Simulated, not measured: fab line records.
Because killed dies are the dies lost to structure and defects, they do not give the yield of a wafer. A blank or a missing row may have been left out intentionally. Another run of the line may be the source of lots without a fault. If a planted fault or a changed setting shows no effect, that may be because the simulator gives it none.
fab line records | flow n5_finfet
[record] lots = 24 wafers = 72 last_day = 18
route steps=1938 shown GATE_CUT@516 MOL_CONTACT_COAG@543 BEOL_M0_SAQP@691
lots that met no fault: taken from a fault-free run of the same line
start_h: hours from the record's opening day to when the first of the lot's shown wafers began | wait_h: hours from the lot's prior step to this one | " the same as in the row above | L1.1+2: one row covering several wafers at once | - no value present, or no start provided | * or withheld: withheld | < > ~ a bound
route shown NAME@n: a module of which the file shows steps, and the number in the route of the first | usual: mean/standard deviation of fault-free wafers | same: alike in all rows | chamber/n: place in a boat | sites: the reading at each site | _std_site: their standard deviation | _edge_site: inner sites' mean taken away from outer sites' mean | radius_mm: how far each site lies from the wafer's centre | mask NAME#n: copy n | behind: the most recent tool/chamber to have shaped the wafer | hold: the reason the lot was held/the length of the hold in hours/how it ended | device: whichever transistor did not switch (one of n, p or np) | end of line: the same wafers' tests at the end of the route | a step given without rows: its recipe and nothing more | killed: dies that structure and defects cost at the first sort, which is not the same as the wafer's yield | map: a wafer's dies, x killed, . not, _ none there
set.NAME: the run value of the setting; set.NAME@STEP: its run value at that earlier step | model.NAME: the simulator's own value behind a step, which no gauge read
the route's steps for a sample of lots (tables are steps, rows are wafers)
services: the hour from which a tool's chamber was out of use, counted from the record's first day as start_h (under 0 if before that day), plus the number of hours and why
[[steps]]
[step N5_GATE_CUT_INSPECT_26]
[recipe] inspect_instrument = darkfield mode = post_cmp
[usual] raw_defect_count = 39/15
// columns lot.wafer tool chamber start_h wait_h raw_defect_count
L074.3 defect_inspect-02 - 87.17 0.0 34
L074.4 " - " " 22
L074.6 " - " " 46
L075.1 defect_inspect-02 - 98.37 0.0 63
L075.2 " - " " 58
L075.4 " - " " 42
L076.2 defect_inspect-01 - 101.67 0.0 50
L076.3 " - " " 36
L076.4 " - " " 29
L077.2 defect_inspect-02 - 104.79 0.0 44
L077.5 " - " " 51
L077.6 " - " " 22
L078.1 defect_inspect-01 - 110.28 0.0 34
L078.4 " - " " 32
L078.5 " - " " 29
L079.3 defect_inspect-02 - 117.17 0.0 26
L079.4 " - " " 19
L079.6 " - " " 24
L080.1 defect_inspect-01 - 123.96 0.0 44
L080.3 " - " " 41
L080.4 " - " " 33
L081.2 defect_inspect-02 - 130.31 0.0 59
L081.3 " - " " 47
L081.5 " - " " 30
L082.3 defect_inspect-01 - 138.88 0.0 31
L082.4 " - " " 34
L082.6 " - " " 27
L083.4 defect_inspect-01 - 141.39 0.0 21
L083.5 " - " " 34
L083.6 " - " " 32
L084.2 defect_inspect-01 - 148.07 0.0 40
L084.4 " - " " 47
L084.6 " - " " 15
L085.1 defect_inspect-02 - 150.58 0.0 34
L085.2 " - " " 33
L085.6 " - " " 46
L086.2 defect_inspect-02 - 160.36 0.0 39
L086.5 " - " " 46
L086.6 " - " " 71
L087.2 defect_inspect-01 - 166.53 0.0 30
L087.3 " - " " 15
L087.6 " - " " 53
L088.1 defect_inspect-02 - 172.47 0.0 36
L088.2 " - " " 60
L088.3 " - " " 34
L089.2 defect_inspect-02 - 180.42 0.0 28
L089.4 " - " " 30
L089.6 " - " " 34
L090.1 defect_inspect-02 - 182.69 0.0 40
L090.3 " - " " 32
L090.5 " - " " 35
L091.1 defect_inspect-01 - 191.47 0.0 25
L091.2 " - " " 23
L091.4 " - " " 51
L092.1 defect_inspect-02 - 193.72 0.0 66
L092.3 " - " " 78
L092.4 " - " " 63
L093.1 defect_inspect-02 - 204.17 0.0 31
L093.5 " - " " 32
L093.6 " - " " 55
L094.2 defect_inspect-02 - 205.61 0.0 32
L094.3 " - " " 15
L094.5 " - " " 51
L095.1 defect_inspect-01 - 211.80 0.0 41
L095.2 " - " " 40
L095.4 " - " " 48
L096.4 defect_inspect-01 - 223.78 0.0 73
L096.5 " - " " 68
L096.6 " - " " 48
L097.2 defect_inspect-02 - 226.79 0.0 37
L097.4 " - " " 28
L097.5 " - " " 18
[step N5_MOL_CONTACT_COAG_TI_SIL_19]
[recipe] material = Ti target_thk_a = 42 temp_c = 200 chamber_pressure_pa = 5 power_w = 5000 time_s = 15
[usual] throttle_valve_pct = 30.3/1
[same] time_s = 15
// columns lot.wafer tool chamber start_h wait_h throttle_valve_pct
L074.3 pvd_sputter-03 - 90.90 1.9 29.1
L074.4 " - " " 31.7
L074.6 " - " " 31.6
L075.1 pvd_sputter-02 - 99.75 0.2 30.1
L075.2 " - " " 29.1
L075.4 " - " " 31.9
L076.2 pvd_sputter-03 - 103.41 0.2 31.2
L076.3 " - " " 30.9
L076.4 " - " " 29.9
L077.2 pvd_sputter-01 - 106.91 0.3 28.4
L077.5 " - " " 28.5
L077.6 " - " " 30.2
L078.1 pvd_sputter-03 - 113.80 0.2 31.8
L078.4 " - " " 30.1
L078.5 " - " " 31.6
L079.3 pvd_sputter-03 - 119.56 1.1 31.3
L079.4 " - " " 30.5
L079.6 " - " " 28.9
L080.1 pvd_sputter-01 - 125.48 0.3 28.7
L080.3 " - " " 31.7
L080.4 " - " " 30.3
L081.2 pvd_sputter-03 - 132.08 0.2 30.6
L081.3 " - " " 31.5
L081.5 " - " " 31.6
L082.3 pvd_sputter-01 - 140.17 0.1 31.8
L082.4 " - " " 30.4
L082.6 " - " " 30.4
L083.4 pvd_sputter-01 - 143.11 0.2 28.7
L083.5 " - " " 30.5
L083.6 " - " " 31.6
L084.2 pvd_sputter-03 - 149.82 0.4 31.3
L084.4 " - " " 29.0
L084.6 " - " " 28.9
L085.1 pvd_sputter-02 - 153.38 0.8 30.1
L085.2 " - " " 30.2
L085.6 " - " " 30.1
L086.2 pvd_sputter-02 - 163.89 2.1 31.8
L086.5 " - " " 31.6
L086.6 " - " " 29.7
L087.2 pvd_sputter-03 - 168.22 0.2 30.4
L087.3 " - " " 31.8
L087.6 " - " " 31.4
L088.1 pvd_sputter-02 - 174.01 0.3 29.5
L088.2 " - " " 31.7
L088.3 " - " " 30.3
L089.2 pvd_sputter-03 - 182.00 0.2 29.0
L089.4 " - " " 30.7
L089.6 " - " " 31.4
L090.1 pvd_sputter-02 - 185.11 0.2 31.8
L090.3 " - " " 30.2
L090.5 " - " " 31.9
L091.1 pvd_sputter-01 - 193.11 0.2 30.5
L091.2 " - " " 31.7
L091.4 " - " " 30.3
L092.1 pvd_sputter-03 - 195.16 0.2 31.0
L092.3 " - " " 28.8
L092.4 " - " " 31.7
L093.1 pvd_sputter-01 - 208.69 0.3 30.3
L093.5 " - " " 32.0
L093.6 " - " " 30.5
L094.2 pvd_sputter-03 - 208.75 0.2 30.8
L094.3 " - " " 31.5
L094.5 " - " " 29.1
L095.1 pvd_sputter-03 - 214.70 0.3 31.3
L095.2 " - " " 30.6
L095.4 " - " " 29.8
L096.4 pvd_sputter-01 - 225.59 0.2 31.6
L096.5 " - " " 31.8
L096.6 " - " " 28.9
L097.2 pvd_sputter-01 - 228.55 0.3 30.2
L097.4 " - " " 28.7
L097.5 " - " " 28.8
[step N5_MOL_CONTACT_COAG_ALD_27]
[recipe] material = SiOC target_thk_a = 170 temp_c = 400 ald_precursor_family = carbosiloxane ald_co_reactant = H2-plasma pulse_time_s = 1.5 time_s = 2720 purge_time_s = 2 co_reactant_purge_time_s = 2 ald_cycles = 340 pressure_torr = 2
[usual] heater_power_w = 870/82 precursor_pulse_height_rel = 1.001/0.022
[same] co_reactant_purge_time_s = 2 time_s = 2720
// columns lot.wafer tool chamber start_h wait_h heater_power_w precursor_pulse_height_rel
L074.3 ald_sin-04 0 96.51 0.2 959 0.969
L074.4 " 3 " " 719 0.995
L074.6 " 0 " " 946 1.001
L075.1 ald_sin-01 2 108.01 0.0 881 1.012
L075.2 " 0 " " 805 1.014
L075.4 " 3 " " 758 1.059
L076.2 ald_sin-03 1 108.22 0.0 935 0.937
L076.3 " 3 " " 836 1.011
L076.4 " 0 " " 897 1.027
L077.2 ald_sin-04 3 111.67 0.0 734 1.028
L077.5 " 0 " " 913 1.000
L077.6 " 1 " " 839 0.968
L078.1 ald_sin-04 2 121.08 0.0 915 0.988
L078.4 " 3 " " 730 0.986
L078.5 " 2 " " 900 1.008
L079.3 ald_sin-03 2 124.11 0.0 886 0.984
L079.4 " 1 " " 919 1.000
L079.6 " 1 " " 928 1.041
L080.1 ald_sin-01 3 130.59 0.0 730 1.019
L080.3 " 0 " " 786 1.048
L080.4 " 2 " " 943 0.991
L081.2 ald_sin-03 3 136.89 0.1 841 0.985
L081.3 " 2 " " 896 1.017
L081.5 " 0 " " 886 1.002
L082.3 ald_sin-03 1 144.45 0.1 914 1.004
L082.4 " 2 " " 886 1.007
L082.6 " 2 " " 885 1.012
L083.4 ald_sin-03 0 149.46 0.0 922 1.037
L083.5 " 2 " " 868 0.967
L083.6 " 3 " " 825 0.963
L084.2 ald_sin-03 3 158.18 0.0 819 1.002
L084.4 " 0 " " 906 0.987
L084.6 " 1 " " 934 1.021
L085.1 ald_sin-04 1 159.91 1.4 856 1.000
L085.2 " 2 " " 900 0.987
L085.6 " 1 " " 859 0.992
L086.2 ald_sin-03 1 169.24 0.0 949 0.996
L086.5 " 0 " " 911 0.968
L086.6 " 1 " " 952 1.006
L087.2 ald_sin-01 2 175.54 0.0 946 1.003
L087.3 " 1 " " 1010 1.014
L087.6 " 3 " " 757 0.981
L088.1 ald_sin-04 2 178.83 0.0 934 1.017
L088.2 " 3 " " 738 0.986
L088.3 " 0 " " 967 1.004
L089.2 ald_sin-01 1 188.42 1.9 1013 0.975
L089.4 " 0 " " 797 1.027
L089.6 " 2 " " 923 0.988
L090.1 ald_sin-04 3 192.15 0.0 724 0.991
L090.3 " 1 " " 842 1.076
L090.5 " 3 " " 720 1.013
L091.1 ald_sin-01 1 199.43 0.0 1015 0.990
L091.2 " 3 " " 740 0.987
L091.4 " 0 " " 795 1.005
L092.1 ald_sin-03 0 201.15 1.3 907 0.973
L092.3 " 2 " " 817 1.015
L092.4 " 1 " " 888 1.033
L093.1 ald_sin-01 0 217.76 0.0 803 0.988
L093.5 " 2 " " 923 0.990
L093.6 " 3 " " 760 1.014
L094.2 ald_sin-04 2 218.80 0.6 923 1.022
L094.3 " 3 " " 738 0.978
L094.5 " 0 " " 949 1.005
L095.1 ald_sin-01 0 219.69 1.0 773 0.965
L095.2 " 1 " " 1005 0.999
L095.4 " 3 " " 739 1.019
L096.4 ald_sin-01 1 233.30 0.0 1027 1.011
L096.5 " 3 " " 749 1.023
L096.6 " 2 " " 922 1.037
L097.2 ald_sin-03 3 236.86 0.0 780 1.004
L097.4 " 0 " " 925 1.027
L097.5 " 0 " " 909 1.022
[step N5_MOL_CONTACT_COAG_ALD_123]
[recipe] material = SiNx target_thk_a = 50 temp_c = 400 ald_precursor_family = SiH2I2 ald_co_reactant = N2/H2-plasma pulse_time_s = 1 purge_time_s = 2 co_reactant_purge_time_s = 2 ald_cycles = 100 pressure_torr = 2
[usual] heater_power_w = 864/88 precursor_pulse_height_rel = 1.000/0.021
[same] co_reactant_purge_time_s = 2
// columns lot.wafer tool chamber start_h wait_h heater_power_w precursor_pulse_height_rel
L074.3 ald_sin-04 3 98.67 0.3 723 1.014
L074.4 " 2 " " 925 0.968
L074.6 " 3 " " 740 0.983
L075.1 ald_sin-01 0 109.91 0.0 797 1.010
L075.2 " 1 " " 989 0.996
L075.4 " 3 " " 756 0.987
L076.2 ald_sin-04 2 110.12 0.0 891 0.994
L076.3 " 1 " " 859 1.000
L076.4 " 0 " " 929 1.022
L077.2 ald_sin-04 0 113.57 0.0 961 0.983
L077.5 " 3 " " 744 0.983
L077.6 " 2 " " 891 1.046
L078.1 ald_sin-01 0 122.98 0.0 776 1.010
L078.4 " 3 " " 748 0.980
L078.5 " 3 " " 736 1.036
L079.3 ald_sin-03 2 126.01 0.0 854 1.022
L079.4 " 3 " " 845 0.984
L079.6 " 1 " " 926 0.961
L080.1 ald_sin-01 1 132.49 0.0 1007 0.984
L080.3 " 3 " " 743 1.043
L080.4 " 2 " " 918 1.032
L081.2 ald_sin-04 3 138.89 0.0 720 0.967
L081.3 " 1 " " 850 0.995
L081.5 " 3 " " 719 1.006
L082.3 ald_sin-01 0 146.86 0.5 794 1.011
L082.4 " 1 " " 1005 1.013
L082.6 " 2 " " 922 0.999
L083.4 ald_sin-03 1 151.36 0.0 910 1.002
L083.5 " 3 " " 830 1.048
L083.6 " 0 " " 920 0.967
L084.2 ald_sin-01 3 161.64 1.5 752 1.013
L084.4 " 1 " " 1014 0.967
L084.6 " 1 " " 1000 1.010
L085.1 ald_sin-04 1 161.81 0.0 847 1.033
L085.2 " 2 " " 903 1.002
L085.6 " 3 " " 708 1.038
L086.2 ald_sin-04 1 171.19 0.1 858 1.026
L086.5 " 0 " " 950 1.020
L086.6 " 1 " " 859 0.981
L087.2 ald_sin-04 2 177.90 0.5 939 1.021
L087.3 " 0 " " 965 1.012
L087.6 " 1 " " 842 0.982
L088.1 ald_sin-01 1 180.73 0.0 995 0.996
L088.2 " 2 " " 913 0.988
L088.3 " 3 " " 758 0.966
L089.2 ald_sin-04 3 190.32 0.0 718 0.993
L089.4 " 0 " " 973 1.006
L089.6 " 0 " " 966 0.995
L090.1 ald_sin-03 1 194.05 0.0 902 0.968
L090.3 " 3 " " 787 0.991
L090.5 " 3 " " 784 0.998
L091.1 ald_sin-01 3 201.66 0.4 759 0.997
L091.2 " 0 " " 791 1.017
L091.4 " 1 " " 987 1.002
L092.1 ald_sin-04 2 203.05 0.0 904 0.992
L092.3 " 1 " " 861 0.968
L092.4 " 0 " " 976 0.989
L093.1 ald_sin-03 2 220.27 0.6 857 1.014
L093.5 " 2 " " 845 1.026
L093.6 " 1 " " 894 0.994
L094.2 ald_sin-03 1 220.75 0.1 917 0.991
L094.3 " 3 " " 798 1.010
L094.5 " 1 " " 898 1.007
L095.1 ald_sin-01 1 222.04 0.5 1033 1.001
L095.2 " 3 " " 726 0.944
L095.4 " 0 " " 784 1.005
L096.4 ald_sin-01 2 235.30 0.1 907 0.993
L096.5 " 2 " " 945 0.997
L096.6 " 3 " " 770 0.988
L097.2 ald_sin-01 0 238.76 0.0 794 0.985
L097.4 " 1 " " 1014 0.987
L097.5 " 3 " " 746 1.032
[step N5_MOL_CONTACT_COAG_ETCH_124]
[recipe] chemistry = CH3F/O2 target = SiNx target_depth_a = 65 mask_material = SOC stop_on = SiOC over_etch_frac = 0.3 ion_energy_ev = 120 pressure_mtorr = 30 source_w = 395 bias_w = 73 Ar_flow_sccm = 150 CH3F_flow_sccm = 30 O2_flow_sccm = 20 ends = end_point
[usual] CH3F_flow_sccm = 29.99/0.081 drypump_motor_current_A = 5.8/0.43 oes_product_au = 0.67/0.084 rf_vpp_V = 299/12 showerhead_plenum_p_Torr = 2.02/0.053 throttle_valve_pct = 16.30/0.26
// columns lot.wafer tool chamber start_h wait_h CH3F_flow_sccm drypump_motor_current_A oes_product_au rf_hours_counter_h rf_vpp_V showerhead_plenum_p_Torr throttle_valve_pct
L074.3 rie_diel-05 1 102.19 0.0 29.99 6.1 0.79 10 296 2.05 15.91
L074.4 " 2 " " 29.95 5.7 0.68 94 308 2.09 16.17
L074.6 " 1 " " 30.18 6.1 0.79 - 297 2.05 15.91
L075.1 rie_diel-06 0 113.28 0.0 29.95 5.3 0.60 182 285 1.94 16.53
L075.2 " 1 " " 30.07 6.5 0.61 229 311 2.06 16.35
L075.4 " 1 " " 29.97 6.5 0.61 - 310 2.06 16.34
L076.2 rie_diel-04 2 113.50 0.0 29.91 5.8 0.72 86 311 2.10 16.33
L076.3 " 3 " " 30.08 5.3 0.62 208 273 1.98 16.56
L076.4 " 1 " " 29.93 5.4 0.62 208 294 2.05 16.34
L077.2 rie_diel-06 2 116.58 0.0 29.95 6.4 0.60 251 313 2.04 16.38
L077.5 " 0 " " 29.89 5.3 0.61 - 286 1.93 16.53
L077.6 " 1 " " 30.09 6.5 0.61 - 308 2.06 16.33
L078.1 rie_diel-04 2 126.25 0.0 29.96 5.8 0.71 89 310 2.10 16.32
L078.4 " 0 " " 29.97 5.3 0.60 226 311 2.07 16.74
L078.5 " 1 " " 29.92 5.4 0.62 - 293 2.05 16.35
L079.3 rie_diel-06 0 129.09 0.0 30.03 5.3 0.60 189 285 1.93 16.53
L079.4 " 3 " " 30.13 5.7 0.82 - 289 2.04 15.89
L079.6 " 0 " " 29.99 5.4 0.60 - 286 1.93 16.53
L080.1 rie_diel-06 3 135.34 0.0 29.92 5.7 0.79 5 290 2.04 15.91
L080.3 " 1 " " 29.85 6.5 0.61 239 309 2.06 16.36
L080.4 " 0 " " 30.07 5.3 0.60 - 285 1.93 16.53
L081.2 rie_diel-06 0 142.09 0.0 30.03 5.3 0.59 196 285 1.93 16.56
L081.3 " 1 " " 29.96 6.5 0.61 243 310 2.06 16.36
L081.5 " 3 " " 30.05 5.7 0.78 - 290 2.04 15.90
L082.3 rie_diel-04 0 150.02 0.0 30.08 5.3 0.59 234 311 2.07 16.73
L082.4 " 3 " " 29.92 5.3 0.61 219 273 1.98 16.58
L082.6 " 3 " " 29.92 5.3 0.61 - 274 1.98 16.58
L083.4 rie_diel-04 2 154.97 0.0 30.08 5.8 0.70 99 310 2.10 16.35
L083.5 " 2 " " 30.11 5.8 0.70 - 310 2.10 16.36
L083.6 " 1 " " 29.98 5.3 0.61 - 294 2.04 16.36
L084.2 rie_diel-04 2 164.96 0.0 29.67 5.8 0.69 102 308 2.10 16.35
L084.4 " 1 " " 30.02 5.4 0.61 225 293 2.04 16.38
L084.6 " 1 " " 30.11 5.4 0.61 - 294 2.04 16.37
L085.1 rie_diel-05 0 165.51 0.0 29.95 5.3 0.80 9 304 1.96 16.17
L085.2 " 1 " " 29.97 6.1 0.74 34 297 2.04 15.96
L085.6 " 1 " " 30.02 6.0 0.75 - 298 2.04 15.95
L086.2 rie_diel-06 0 174.92 0.0 29.95 5.4 0.59 210 286 1.93 16.58
L086.5 " 2 " " 29.84 6.4 0.81 - 317 2.03 15.97
L086.6 " 3 " " 29.93 5.7 0.76 - 291 2.03 15.92
L087.2 rie_diel-05 1 182.50 0.0 29.87 6.1 0.74 41 299 2.04 15.98
L087.3 " 2 " " 29.99 5.7 0.65 125 309 2.08 16.24
L087.6 " 0 " " 30.14 5.4 0.79 - 303 1.96 16.16
L088.1 rie_diel-04 3 185.05 0.0 30.01 5.3 0.60 233 272 1.97 16.62
L088.2 " 0 " " 29.98 5.3 0.59 246 312 2.06 16.77
L088.3 " 2 " " 29.90 5.8 0.69 109 310 2.10 16.37
L089.2 rie_diel-05 2 193.29 0.0 30.02 5.7 0.65 130 306 2.08 16.24
L089.4 " 0 " " 30.04 5.3 0.78 - 303 1.96 16.16
L089.6 " 2 " " 29.99 5.7 0.64 - 308 2.08 16.25
L090.1 rie_diel-05 0 197.46 0.0 29.99 5.4 0.77 20 304 1.96 16.18
L090.3 " 1 " " 29.94 6.1 0.74 42 296 2.04 15.97
L090.5 " 3 " " 30.02 6.2 0.59 - 298 1.96 16.50
L091.1 rie_diel-06 3 204.89 0.0 30.00 5.7 0.75 30 292 2.03 15.95
L091.2 " 1 " " 30.13 6.5 0.81 10 310 2.05 15.92
L091.4 " 2 " " 29.89 6.4 0.79 23 315 2.03 16.00
L092.1 rie_diel-06 1 206.73 0.0 29.94 6.5 0.80 11 311 2.05 15.92
L092.3 " 3 " " 29.98 5.7 0.75 31 292 2.03 15.94
L092.4 " 2 " " 30.04 6.4 0.80 24 314 2.03 16.00
L093.1 rie_diel-06 0 223.17 0.0 29.95 5.3 0.58 225 285 1.92 16.61
L093.5 " 0 " " 30.02 5.4 0.58 - 284 1.92 16.62
L093.6 " 3 " " 30.05 5.7 0.73 - 292 2.03 15.95
L094.2 rie_diel-05 0 223.50 0.0 29.95 5.4 0.76 26 302 1.96 16.19
L094.3 " 3 " " 30.13 6.1 0.58 248 298 1.96 16.53
L094.5 " 1 " " 30.00 6.1 0.73 - 296 2.04 16.00
L095.1 rie_diel-06 0 225.11 0.0 29.95 5.4 0.58 226 285 1.92 16.60
L095.2 " 2 " " 29.90 6.4 0.78 30 315 2.02 16.00
L095.4 " 3 " " 29.96 5.7 0.73 38 293 2.03 15.97
L096.4 rie_diel-04 3 238.66 0.0 30.04 5.3 0.58 - 273 1.97 16.65
L096.5 " 2 " " 30.02 5.8 0.67 - 309 2.09 16.40
L096.6 " 0 " " 29.86 5.3 0.79 - 311 2.06 16.26
L097.2 rie_diel-05 2 241.79 0.0 29.98 5.6 0.64 143 308 2.07 16.27
L097.4 " 0 " " 30.05 5.4 0.75 31 303 1.96 16.18
L097.5 " 0 " " 30.09 5.4 0.76 - 302 1.96 16.18
[step N5_BEOL_M0_SAQP_INSPECT_42]
[recipe] mode = adi inspect_instrument = brightfield
[usual] raw_defect_count = 291/85
// columns lot.wafer tool chamber start_h wait_h raw_defect_count
L074.3 defect_inspect-02 - 112.28 0.0 248
L074.4 " - " " 250
L074.6 " - " " 192
L075.1 defect_inspect-01 - 125.81 0.1 482
L075.2 " - " " 515
L075.4 " - " " 261
L076.2 defect_inspect-02 - 126.91 0.0 334
L076.3 " - " " 237
L076.4 " - " " 214
L077.2 defect_inspect-01 - 130.29 0.0 242
L077.5 " - " " 279
L077.6 " - " " 272
L078.1 defect_inspect-01 - 136.99 0.1 253
L078.4 " - " " 281
L078.5 " - " " 235
L079.3 defect_inspect-01 - 139.34 0.0 378
L079.4 " - " " 399
L079.6 " - " " 265
L080.1 defect_inspect-01 - 145.50 0.1 381
L080.3 " - " " 370
L080.4 " - " " 348
L081.2 defect_inspect-01 - 153.56 0.0 375
L081.3 " - " " 237
L081.5 " - " " 255
L082.3 defect_inspect-01 - 160.66 0.0 294
L082.4 " - " " 235
L082.6 " - " " 285
L083.4 defect_inspect-01 - 165.39 0.0 398
L083.5 " - " " 296
L083.6 " - " " 508
L084.2 defect_inspect-02 - 177.08 0.0 233
L084.4 " - " " 279
L084.6 " - " " 219
L085.1 defect_inspect-01 - 178.75 0.1 167
L085.2 " - " " 204
L085.6 " - " " 279
L086.2 defect_inspect-02 - 185.46 0.0 178
L086.5 " - " " 222
L086.6 " - " " 257
L087.2 defect_inspect-01 - 195.75 0.0 383
L087.3 " - " " 319
L087.6 " - " " 321
L088.1 defect_inspect-02 - 195.98 0.1 206
L088.2 " - " " 250
L088.3 " - " " 345
L089.2 defect_inspect-01 - 203.75 0.0 240
L089.4 " - " " 183
L089.6 " - " " 247
L090.1 defect_inspect-02 - 208.53 0.1 193
L090.3 " - " " 203
L090.5 " - " " 225
L091.1 defect_inspect-01 - 219.47 0.1 413
L091.2 " - " " 440
L091.4 " - " " 426
L092.1 defect_inspect-02 - 220.08 0.1 369
L092.3 " - " " 286
L092.4 " - " " 299
L093.1 defect_inspect-02 - 233.53 0.1 393
L093.5 " - " " 281
L093.6 " - " " 261
L094.2 defect_inspect-01 - 240.43 0.0 581
L094.3 " - " " 305
L094.5 " - " " 403
L095.1 defect_inspect-01 - 240.68 0.1 373
L095.2 " - " " 370
L095.4 " - " " 305
L096.4 defect_inspect-02 - 250.50 0.0 203
L096.5 " - " " 258
L096.6 " - " " 201
L097.2 defect_inspect-01 - 252.81 0.0 243
L097.4 " - " " 279
L097.5 " - " " 332
[[services]]
// columns tool chamber start_h hours kind
ald_sin-03 - 77.00 0.6 repair
rie_diel-06 0 80.80 5.8 repair
ald_sin-01 - 85.25 14.0 pm
ald_sin-01 0 85.25 14.0 vent_cycle
ald_sin-01 1 85.25 14.0 vent_cycle
ald_sin-01 2 85.25 14.0 vent_cycle
ald_sin-01 3 85.25 14.0 vent_cycle
ald_sin-01 0 99.25 - clean
ald_sin-01 1 99.25 - clean
ald_sin-01 2 99.25 - clean
ald_sin-01 3 99.25 - clean
pvd_sputter-02 - 101.43 1.7 repair
rie_diel-05 1 102.88 4.1 repair
pvd_sputter-01 - 118.52 3.9 repair
ald_sin-01 - 157.80 2.8 pm
rie_diel-05 0 167.07 5.0 repair
rie_diel-04 2 175.54 3.6 repair
ald_sin-03 - 178.32 14.0 pm
ald_sin-03 0 178.32 14.0 vent_cycle
ald_sin-03 1 178.32 14.0 vent_cycle
ald_sin-03 2 178.32 14.0 vent_cycle
rie_diel-05 1 183.42 12.0 repair
rie_diel-05 - 205.16 0.7 repair
rie_diel-05 - 218.37 0.1 repair
[[key]]
fault none
